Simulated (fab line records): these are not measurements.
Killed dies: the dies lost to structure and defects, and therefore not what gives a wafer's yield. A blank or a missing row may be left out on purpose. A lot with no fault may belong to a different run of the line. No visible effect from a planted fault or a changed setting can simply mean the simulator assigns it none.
fab line records ; flow nand_harc
record lots=14; wafers=42; last_day=34
route steps=1302 shown P_M2@333 A_BONDPAD@1227 HYBRID_BOND@1242 THIN_TSV@1298 END@1302
lots with no fault: from the same line, run without faults
start_h: hours from the record's opening day to when the first of the lot's shown wafers began ; wait_h: hours from the lot's prior step to this one ; " unchanged from the row above ; L1.1+2: a single row standing in for several wafers ; - no value, or no start was given ; * or withheld: withheld ; < > ~ a bound
route shown NAME@n: a module of which the file shows steps, and the number in the route of the first ; usual: the fault-free wafers' mean and standard deviation ; same: alike in all rows ; chamber/n: place in a boat ; sites: the reading at each site ; _std_site: how widely they spread, as a standard deviation ; _edge_site: inner sites' mean taken away from outer sites' mean ; radius_mm: for every site, how far away it sits from the centre of the wafer ; mask NAME#n: copy n ; behind: the most recent tool/chamber to have shaped the wafer ; hold: why the lot was held/for how many hours/how that ended ; device: whichever transistor did not switch (one of n, p or np) ; end of line: the route-end tests of the same wafers ; a step with no rows: only its recipe ; killed: dies lost to structure and defects at the first sort, not the wafer's yield ; map: dies across one wafer; x = killed, . = not, _ = none there
set.NAME: setting as actually run; set.NAME@STEP: the setting as run at that earlier step ; model.NAME: the simulator's own value behind a step, which no gauge read
a sample of lots followed through the steps of the route, with each step as a table and each wafer as a row
services: the hour from which a tool's chamber was out of use, counted from the record's first day as start_h (under 0 if before that day), plus the number of hours and why
## steps
# step NHARC_P_M2_ETCH_15
# recipe target_depth_a=1825; time_s=91.2; c4f8_flow_sccm=withheld; ar_flow_sccm=400; rf_w=600; bias_w=300; chemistry=C4F8/Ar
# usual oes_product_au=0.937/0.025; rf_vpp_V=441.5/2.5
lot.wafer;tool;chamber;start_h;wait_h;oes_product_au;rf_hours_counter_h;rf_vpp_V
L412.1;rie_diel-04;3;138.98;-;0.912;7;439.3
L412.2;rie_diel-04;1;138.98;-;0.947;9;438.6
L412.6;rie_diel-04;3;138.98;-;0.903;-;441.0
L413.2;rie_diel-13;0;151.40;-;0.905;6;435.7
L413.4;rie_diel-13;1;151.40;-;0.921;8;443.5
L413.5;rie_diel-13;1;151.40;-;0.919;-;442.4
L414.1;rie_diel-04;1;165.83;-;0.936;10;439.1
L414.3;rie_diel-04;3;165.83;-;0.905;9;440.2
L414.6;rie_diel-04;1;165.83;-;0.946;-;439.5
L415.3;rie_diel-04;0;172.06;-;0.935;9;442.5
L415.4;rie_diel-04;1;172.06;-;0.935;11;440.5
L415.6;rie_diel-04;1;172.06;-;0.934;-;439.3
L416.4;rie_diel-13;2;186.44;-;0.972;0;445.3
L416.2;rie_diel-13;1;186.44;-;0.944;0;442.8
L416.6;rie_diel-13;3;186.44;-;0.967;-;441.7
L417.3;rie_diel-13;3;188.45;-;0.963;0;440.6
L417.4;rie_diel-13;0;188.45;-;0.964;0;436.3
L417.5;rie_diel-13;2;188.45;-;0.957;-;444.8
L418.2;rie_diel-04;2;203.57;-;0.968;2;442.7
L418.1;rie_diel-04;3;203.57;-;0.951;2;440.5
L418.6;rie_diel-04;2;203.57;-;0.970;-;442.5
L425.3;rie_diel-04;2;271.95;-;0.907;7;443.8
L425.2;rie_diel-04;1;271.95;-;0.943;6;439.4
L425.5;rie_diel-04;3;271.95;-;0.897;-;440.0
L424.2;rie_diel-04;3;274.91;-;0.894;7;440.8
L424.1;rie_diel-04;1;274.91;-;0.926;7;438.8
L424.5;rie_diel-04;0;274.91;-;0.913;-;442.7
L430.3;rie_diel-13;3;322.37;-;0.927;6;442.3
L430.1;rie_diel-13;0;322.37;-;0.911;7;438.0
L430.6;rie_diel-13;2;322.37;-;0.928;-;444.4
L431.4;rie_diel-13;1;333.20;-;0.909;7;442.3
L431.1;rie_diel-13;3;333.20;-;0.929;7;441.6
L431.5;rie_diel-13;0;333.20;-;0.908;-;437.8
L432.1;rie_diel-13;2;339.47;-;0.966;7;444.6
L432.3;rie_diel-13;0;339.47;-;0.967;7;436.1
L432.6;rie_diel-13;2;339.47;-;0.960;-;444.1
L433.2;rie_diel-02;2;355.33;-;0.899;5;442.6
L433.4;rie_diel-02;3;355.33;-;0.929;-;444.4
L433.6;rie_diel-02;0;355.33;-;0.924;-;443.4
L434.1;rie_diel-13;2;364.13;-;0.950;1;445.0
L434.3;rie_diel-13;3;364.13;-;0.952;1;442.6
L434.5;rie_diel-13;1;364.13;-;0.957;-;443.9
# step NHARC_A_BONDPAD_PVD_17
# recipe target_thk_a=50; bias_v=168.6; power_w=15000; chamber_pressure_pa=0.12; time_s=8.06; substrate_temp_c=50; material=TaN
# usual throttle_valve_pct=30.0/1
lot.wafer;tool;chamber;start_h;wait_h;throttle_valve_pct
L412.1;pvd_sputter-01;-;-;-;30.1
L412.2;pvd_sputter-01;-;-;-;31.3
L412.6;pvd_sputter-01;-;-;-;29.8
L413.4;pvd_sputter-03;-;-;-;31.0
L413.2;pvd_sputter-03;-;-;-;28.5
L413.5;pvd_sputter-03;-;-;-;30.7
L414.1;pvd_sputter-03;-;-;-;29.3
L414.3;pvd_sputter-03;-;-;-;29.2
L414.6;pvd_sputter-03;-;-;-;31.0
L415.4;pvd_sputter-03;-;-;-;28.3
L415.3;pvd_sputter-03;-;-;-;29.4
L415.6;pvd_sputter-03;-;-;-;29.5
L417.3;pvd_sputter-01;-;-;-;31.4
L417.4;pvd_sputter-01;-;-;-;29.7
L417.5;pvd_sputter-01;-;-;-;31.4
L416.2;pvd_sputter-01;-;-;-;30.2
L416.4;pvd_sputter-01;-;-;-;30.2
L416.6;pvd_sputter-01;-;-;-;31.1
L418.1;pvd_sputter-02;-;-;-;29.2
L418.2;pvd_sputter-02;-;-;-;28.7
L418.6;pvd_sputter-02;-;-;-;30.8
L425.3;pvd_sputter-01;-;-;-;31.7
L425.2;pvd_sputter-01;-;-;-;31.2
L425.5;pvd_sputter-01;-;-;-;30.1
L424.2;pvd_sputter-02;-;-;-;28.8
L424.1;pvd_sputter-02;-;-;-;28.8
L424.5;pvd_sputter-02;-;-;-;28.7
L430.1;pvd_sputter-01;-;-;-;30.2
L430.3;pvd_sputter-01;-;-;-;31.8
L430.6;pvd_sputter-01;-;-;-;30.3
L431.4;pvd_sputter-01;-;-;-;30.3
L431.1;pvd_sputter-01;-;-;-;30.0
L431.5;pvd_sputter-01;-;-;-;30.1
L432.3;pvd_sputter-02;-;-;-;28.8
L432.1;pvd_sputter-02;-;-;-;30.3
L432.6;pvd_sputter-02;-;-;-;28.6
L433.2;pvd_sputter-02;-;-;-;28.6
L433.4;pvd_sputter-02;-;-;-;30.1
L433.6;pvd_sputter-02;-;-;-;29.9
L434.3;pvd_sputter-03;-;-;-;29.2
L434.1;pvd_sputter-03;-;-;-;29.2
L434.5;pvd_sputter-03;-;-;-;29.4
# step NHARC_HYBRID_BOND_OVL_MEAS_05
# usual overlay_x_nm=1/36; overlay_y_nm=-3/35
lot.wafer;tool;chamber;start_h;wait_h;overlay_x_nm;overlay_y_nm
L412.1;overlay-02;-;559.48;0.4;1;27
L412.2;overlay-02;-;559.48;0.4;-17;0
L412.6;overlay-02;-;559.48;0.4;-60;9
L413.2;overlay-01;-;559.48;0.4;22;31
L413.4;overlay-01;-;559.48;0.4;-22;-39
L413.5;overlay-01;-;559.48;0.4;18;2
L414.1;overlay-02;-;577.59;0.4;4;-32
L414.3;overlay-02;-;577.59;0.4;26;0
L414.6;overlay-02;-;577.59;0.4;-81;-57
L415.3;overlay-01;-;577.60;0.4;-39;-45
L415.4;overlay-01;-;577.60;0.4;-84;21
L415.6;overlay-01;-;577.60;0.4;-9;4
L417.3;overlay-01;-;592.76;0.4;-7;12
L417.4;overlay-01;-;592.76;0.4;-1;33
L417.5;overlay-01;-;592.76;0.4;44;39
L416.2;overlay-01;-;611.81;0.4;-5;-19
L416.4;overlay-01;-;611.81;0.4;-39;55
L416.6;overlay-01;-;611.81;0.4;-13;26
L418.1;overlay-02;-;629.53;0.4;46;-38
L418.2;overlay-02;-;629.53;0.4;-2;4
L418.6;overlay-02;-;629.53;0.4;-59;-37
L424.1;overlay-01;-;679.77;0.4;-36;42
L424.2;overlay-01;-;679.77;0.4;-6;17
L424.5;overlay-01;-;679.77;0.4;6;-5
L425.2;overlay-02;-;679.77;0.4;-8;-8
L425.3;overlay-02;-;679.77;0.4;-13;-21
L425.5;overlay-02;-;679.77;0.4;37;4
L430.1;overlay-02;-;731.14;0.4;-30;-43
L430.3;overlay-02;-;731.14;0.4;-39;-52
L430.6;overlay-02;-;731.14;0.4;12;-1
L431.1;overlay-02;-;740.04;0.4;-59;-64
L431.4;overlay-02;-;740.04;0.4;28;-9
L431.5;overlay-02;-;740.04;0.4;54;-63
L432.1;overlay-01;-;740.04;0.4;-13;-85
L432.3;overlay-01;-;740.04;0.4;-30;-25
L432.6;overlay-01;-;740.04;0.4;-2;-1
L433.2;overlay-01;-;771.24;0.4;14;24
L433.4;overlay-01;-;771.24;0.4;-12;14
L433.6;overlay-01;-;771.24;0.4;18;76
L434.1;overlay-01;-;782.75;0.4;43;-29
L434.3;overlay-01;-;782.75;0.4;0;-34
L434.5;overlay-01;-;782.75;0.4;-15;13
# step NHARC_THIN_TSV_CD_MEAS_37
# usual cd_nm=4999/4.1
lot.wafer;tool;chamber;start_h;wait_h;cd_nm
L412.1;cd_sem-02;-;569.57;-;5005
L412.2;cd_sem-02;-;569.57;-;5002
L412.6;cd_sem-02;-;569.57;-;5002
L413.2;cd_sem-03;-;570.85;-;4997
L413.4;cd_sem-03;-;570.85;-;4994
L413.5;cd_sem-03;-;570.85;-;4997
L414.1;cd_sem-03;-;587.91;-;4988
L414.3;cd_sem-03;-;587.91;-;4989
L414.6;cd_sem-03;-;587.91;-;4994
L415.3;cd_sem-03;-;588.82;-;4999
L415.4;cd_sem-03;-;588.82;-;4998
L415.6;cd_sem-03;-;588.82;-;4996
L417.3;cd_sem-02;-;602.88;-;5001
L417.4;cd_sem-02;-;602.88;-;5001
L417.5;cd_sem-02;-;602.88;-;5003
L416.2;cd_sem-03;-;622.03;-;5000
L416.4;cd_sem-03;-;622.03;-;4998
L416.6;cd_sem-03;-;622.03;-;5002
L418.1;cd_sem-02;-;639.68;-;4990
L418.2;cd_sem-02;-;639.68;-;5003
L418.6;cd_sem-02;-;639.68;-;5002
L425.2;cd_sem-01;-;689.87;-;4998
L425.3;cd_sem-01;-;689.87;-;5006
L425.5;cd_sem-01;-;689.87;-;4999
L424.1;cd_sem-02;-;691.12;-;5002
L424.2;cd_sem-02;-;691.12;-;4999
L424.5;cd_sem-02;-;691.12;-;4990
L430.1;cd_sem-03;-;742.29;-;5004
L430.3;cd_sem-03;-;742.29;-;5005
L430.6;cd_sem-03;-;742.29;-;4998
L431.1;cd_sem-01;-;753.94;-;5001
L431.4;cd_sem-01;-;753.94;-;5004
L431.5;cd_sem-01;-;753.94;-;5000
L432.1;cd_sem-02;-;754.99;-;4996
L432.3;cd_sem-02;-;754.99;-;4997
L432.6;cd_sem-02;-;754.99;-;4991
L433.2;cd_sem-01;-;781.67;-;5004
L433.4;cd_sem-01;-;781.67;-;4998
L433.6;cd_sem-01;-;781.67;-;4999
L434.1;cd_sem-02;-;792.93;-;4999
L434.3;cd_sem-02;-;792.93;-;4999
L434.5;cd_sem-02;-;792.93;-;4998
# step NHARC_END_SORT_01
# recipe temp_c=25
# usual defect_limited_yield=91/3.1; killed_at_array=57/21; killed_at_other=0.9/1.2; killed_at_periphery=4.2/2.9; killed_dies=62/21; killed_open=3.2/1.8; killed_short=2.4/1.5
# same gross_dies=677
lot.wafer;tool;chamber;start_h;wait_h;defect_limited_yield[%];killed_at_array;killed_at_other;killed_at_periphery;killed_dies;killed_open;killed_short
L416.2;prober-01;0;630.63;2.8;91;53;2;3;58;5;1
L416.4;prober-01;0;632.22;3.4;94;36;1;7;44;6;3
L416.6;prober-01;0;633.81;4.0;94;34;2;6;42;4;2
L424.1;prober-01;0;697.59;2.5;82;22;0;103;125;1;0
L424.2;prober-01;0;698.40;2.8;96;23;0;4;27;4;0
L424.5;prober-01;0;700.83;3.7;96;27;0;2;29;7;1
L425.2;prober-02;0;698.46;2.8;74;73;0;104;177;2;2
L425.3;prober-02;0;699.26;3.1;90;67;1;2;70;1;3
L425.5;prober-02;0;700.86;3.7;88;81;0;3;84;6;3
# killed by level:class
L416.2 A_SLIT:chamber_film_flake=24 A_CHANNEL_HOLE_D2:chamber_film_flake=14 A_M0:chamber_film_flake=4 A_CHANNEL_HOLE_D1:chamber_film_flake=3 A_CHANNEL_FILL_D2:geometric_particle:open=2 A_STAIRCASE:chamber_film_flake=2 A_CONTACT:chamber_film_flake=2 P_M0:geometric_particle:open=1
L416.4 A_SLIT:chamber_film_flake=22 P_M2:chamber_film_flake=3 P_STI:chamber_film_flake=2 A_CHANNEL_HOLE_D2:chamber_film_flake=2 A_CONTACT:chamber_film_flake=2 P_M0:geometric_particle:open=1 A_CHANNEL_FILL_D1:geometric_particle:short=1 A_ONON_D2:geometric_particle:open=1
L416.6 A_SLIT:chamber_film_flake=20 A_CHANNEL_HOLE_D2:chamber_film_flake=5 A_CHANNEL_HOLE_D1:chamber_film_flake=3 P_CONTACT:geometric_particle:open=2 A_CHANNEL_FILL_D2:geometric_particle:open=2 A_M0:chamber_film_flake=2 HYBRID_BOND:chamber_film_flake=2 P_GATE:geometric_particle:short=1
L424.1 P_M2:unspecified=102 A_CHANNEL_HOLE_D1:chamber_film_flake=9 A_CONTACT:chamber_film_flake=5 A_SLIT:chamber_film_flake=2 A_CHANNEL_FILL_D1:geometric_particle:open=1 P_GATE:chamber_film_flake=1 A_CHANNEL_HOLE_D2:chamber_film_flake=1 A_ZERO_WELL:chamber_film_flake=1
L424.2 A_CHANNEL_HOLE_D1:chamber_film_flake=6 A_SLIT:chamber_film_flake=4 A_CONTACT:chamber_film_flake=4 A_STAIRCASE:chamber_film_flake=3 P_GATE:chamber_film_flake=2 A_CHANNEL_FILL_D1:chamber_film_flake=2 A_ONON_D2:geometric_particle:open=1 A_CHANNEL_HOLE_D2:geometric_particle:open=1
L425.2 P_M2:unspecified=102 A_CHANNEL_HOLE_D1:chamber_film_flake=32 A_CHANNEL_HOLE_D2:chamber_film_flake=19 A_SLIT:chamber_film_flake=9 A_CONTACT:chamber_film_flake=7 A_ONON_D1:geometric_particle:short=1 A_CHANNEL_HOLE_D1:geometric_particle:open=1 A_WL_FILL:geometric_particle:short=1
L425.3 A_CHANNEL_HOLE_D1:chamber_film_flake=34 A_CHANNEL_HOLE_D2:chamber_film_flake=17 A_CONTACT:chamber_film_flake=7 A_STAIRCASE:chamber_film_flake=3 P_GATE:chamber_film_flake=2 A_SLIT:chamber_film_flake=2 A_ONON_D1:geometric_particle:open=1 A_ONON_D1:geometric_particle:short=1
L424.5 A_CHANNEL_HOLE_D1:chamber_film_flake=7 A_SLIT:chamber_film_flake=5 A_STAIRCASE:chamber_film_flake=4 A_CHANNEL_HOLE_D2:geometric_particle:open=2 P_STI:chamber_film_flake=2 A_ONON_D1:geometric_particle:open=1 A_ONON_D1:geometric_particle:short=1 A_CHANNEL_FILL_D1:geometric_particle:open=1
L425.5 A_CHANNEL_HOLE_D1:chamber_film_flake=36 A_CHANNEL_HOLE_D2:chamber_film_flake=19 A_CONTACT:chamber_film_flake=10 A_SLIT:chamber_film_flake=4 A_CHANNEL_FILL_D1:geometric_particle:open=2 A_STAIRCASE:chamber_film_flake=2 P_M2:geometric_particle:open=1 A_ONON_D1:geometric_particle:short=1
## services
tool;chamber;start_h;hours;kind
rie_diel-04;-;116.06;2.1;repair
rie_diel-13;2;123.06;10.8;repair
rie_diel-04;0;127.22;1.2;repair
rie_diel-13;0;130.95;2.4;repair
rie_diel-13;-;165.00;9.0;pm
rie_diel-04;-;168.21;0.3;repair
rie_diel-13;2;174.04;6.2;repair
rie_diel-04;-;177.90;9.0;pm
rie_diel-04;-;211.81;0.4;repair
rie_diel-13;0;218.81;4.9;repair
rie_diel-13;2;225.51;2.4;repair
pvd_sputter-01;-;226.00;10.0;pm
rie_diel-13;2;230.21;2.5;repair
rie_diel-13;2;297.28;2.0;repair
rie_diel-13;-;342.00;9.0;pm
rie_diel-13;1;384.73;11.5;repair
rie_diel-13;1;473.79;4.8;repair
rie_diel-13;3;480.66;2.6;repair
rie_diel-13;-;519.00;9.0;pm
rie_diel-13;2;556.86;5.6;repair
rie_diel-13;2;640.68;29.4;repair
rie_diel-13;-;696.00;9.0;pm
rie_diel-13;0;712.19;4.0;repair
rie_diel-13;1;752.20;7.6;repair
## key
first_sign step=NHARC_END_SORT_01; reading=killed_at_periphery; direction=up; sigmas=34; usual=4.2; struck=103.5
effect step=NHARC_END_SORT_01; reading=defect_limited_yield; direction=down; sigmas=4.2; usual=91; struck=78
more_kills_born_at NHARC_P_M2_ETCH_15@rie_diel-04=204
met_at NHARC_P_M2_ETCH_15
struck_lots L424,L425
struck_wafers L424.1,L425.2
not_acting_at NHARC_A_BONDPAD_PVD_17,NHARC_HYBRID_BOND_OVL_MEAS_05,NHARC_THIN_TSV_CD_MEAS_37
onset_between 172.06 271.95
fault kind=chamber_particle_source; tool=rie_diel-04; chamber=1; onset_h=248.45; steps=NHARC_P_M2_ETCH_15; rate_per_visit_cm2=1.6584; end_h=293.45
